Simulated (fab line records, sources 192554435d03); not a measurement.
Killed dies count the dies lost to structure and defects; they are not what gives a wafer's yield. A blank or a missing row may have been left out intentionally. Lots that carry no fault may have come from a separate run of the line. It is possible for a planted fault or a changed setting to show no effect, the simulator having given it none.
The tool behind it: which one? | flow n5Finfet | 33 wafers from 11 lots sampled at 3 of the route's 1938 steps

## WHAT THE GAUGES SHOWED, per wafer
N5_BEOL_M13_RS_MEAS_54: a four-point-probe measurement.
lot  | measured     | on           | M13_RS (ohm/sq)
L443 | day 11 00:43 | filmMetro-02 | 0.0456 0.0444 0.0451
L446 | day 11 10:01 | filmMetro-02 | 0.0452 0.0451 0.0461
L444 | day 11 10:13 | filmMetro-01 | 0.0446 0.0458 0.0447
L447 | day 11 14:22 | filmMetro-01 | 0.0450 0.0453 0.0451
L451 | day 12 23:02 | filmMetro-02 | 0.0442 0.0435 0.0441
L459 | day 15 15:05 | filmMetro-02 | 0.0450 0.0442 0.0448
L461 | day 15 19:01 | filmMetro-01 | 0.0455 0.0450 0.0459
L462 | day 16 07:22 | filmMetro-01 | 0.0443 0.0456 0.0442
L465 | day 16 13:26 | filmMetro-01 | 0.0447 0.0445 0.0457
L464 | day 16 20:32 | filmMetro-02 | 0.0444 0.0454 0.0454
L466 | day 17 11:14 | filmMetro-02 | 0.0447 0.0456 0.0444

N5_BEOL_M14_CD_MEAS_10: the cd target is 250 nm.
lot  | measured     | on       | cdNm (nm)
L443 | day 11 01:28 | cdSem-02 | 251.8 251.3 247.7
L446 | day 11 10:35 | cdSem-03 | 252.5 250.8 250.8
L444 | day 11 10:53 | cdSem-01 | 251.2 249.9 252.3
L447 | day 11 15:03 | cdSem-02 | 248.8 249.8 247.5
L451 | day 12 23:36 | cdSem-03 | 250.8 246.0 250.9
L459 | day 15 15:38 | cdSem-01 | 250.9 252.0 252.3
L461 | day 15 19:35 | cdSem-03 | 251.0 249.9 250.9
L462 | day 16 08:00 | cdSem-02 | 250.2 249.0 247.7
L465 | day 16 14:07 | cdSem-01 | 252.1 249.7 248.6
L464 | day 16 21:06 | cdSem-03 | 250.7 249.0 250.5
L466 | day 17 11:55 | cdSem-02 | 251.5 249.9 250.2

## WHAT TOOL EACH LOT RAN ON (gives the tool, then ch and the chambers of the sampled wafers, and finally the start)
lot  | N5_BEOL_M13_SPUTTER_44
L443 | pvdSputter-01, day 10 23:37
L446 | pvdSputter-01, day 11 08:49
L444 | pvdSputter-01, day 11 09:08
L447 | pvdSputter-01, day 11 13:17
L451 | pvdSputter-02, day 12 21:57
L459 | pvdSputter-02, day 15 13:21
L461 | pvdSputter-03, day 15 17:56
L462 | pvdSputter-03, day 16 06:07
L465 | pvdSputter-01, day 16 12:10
L464 | pvdSputter-02, day 16 19:27
L466 | pvdSputter-01, day 17 09:54
- N5_BEOL_M13_SPUTTER_44: material Ta, target thk 10 nm, time 16.13 s.

## AS READ BY THE TOOLS THEMSELVES (means over the sampled wafers that have a number; for cases with no such wafer, the mark the record gives instead)
N5_BEOL_M13_SPUTTER_44.
lot  | tool          | biasV (V) | throttleValvePct (%)
L443 | pvdSputter-01 | 80.5      | 30.3
L446 | pvdSputter-01 | 79.1      | 30.0
L444 | pvdSputter-01 | 80.4      | 30.8
L447 | pvdSputter-01 | 79.0      | 30.7
L451 | pvdSputter-02 | 79.8      | 29.0
L459 | pvdSputter-02 | 79.1      | 29.3
L461 | pvdSputter-03 | 79.7      | 29.9
L462 | pvdSputter-03 | 80.8      | 30.7
L465 | pvdSputter-01 | 80.2      | 30.0
L464 | pvdSputter-02 | 80.1      | 29.3
L466 | pvdSputter-01 | 80.8      | 30.4

## THE ANSWER, worked out from the rows above alone
Rule: what is usual is taken from the lots themselves. The widest of any qualifying gaps counts: lots, ordered by their means at a reading, are off when they make up no more than a third of the lots, leave a main group of 4 or more, and stand apart from it by 3 or more times the standard deviation of that group's means. A main group is skipped when, at the precision printed for the reading in the tables above, its means are all equal. A lot without any number at a reading at which 4 lots or more have one is off too. All remaining lots with rows at the step are treated as sound. After the gauges, taken in route order, come the tools' own readings; for these a lot's mean is taken, as printed above. The first step at which some lot is off is used, and at that step the reading that is off furthest; a lot without a number counts as furthest.
Across all readings shown, no lot is off: no conclusion can be drawn from this.

## WHAT THE SIMULATOR HAD INSERTED
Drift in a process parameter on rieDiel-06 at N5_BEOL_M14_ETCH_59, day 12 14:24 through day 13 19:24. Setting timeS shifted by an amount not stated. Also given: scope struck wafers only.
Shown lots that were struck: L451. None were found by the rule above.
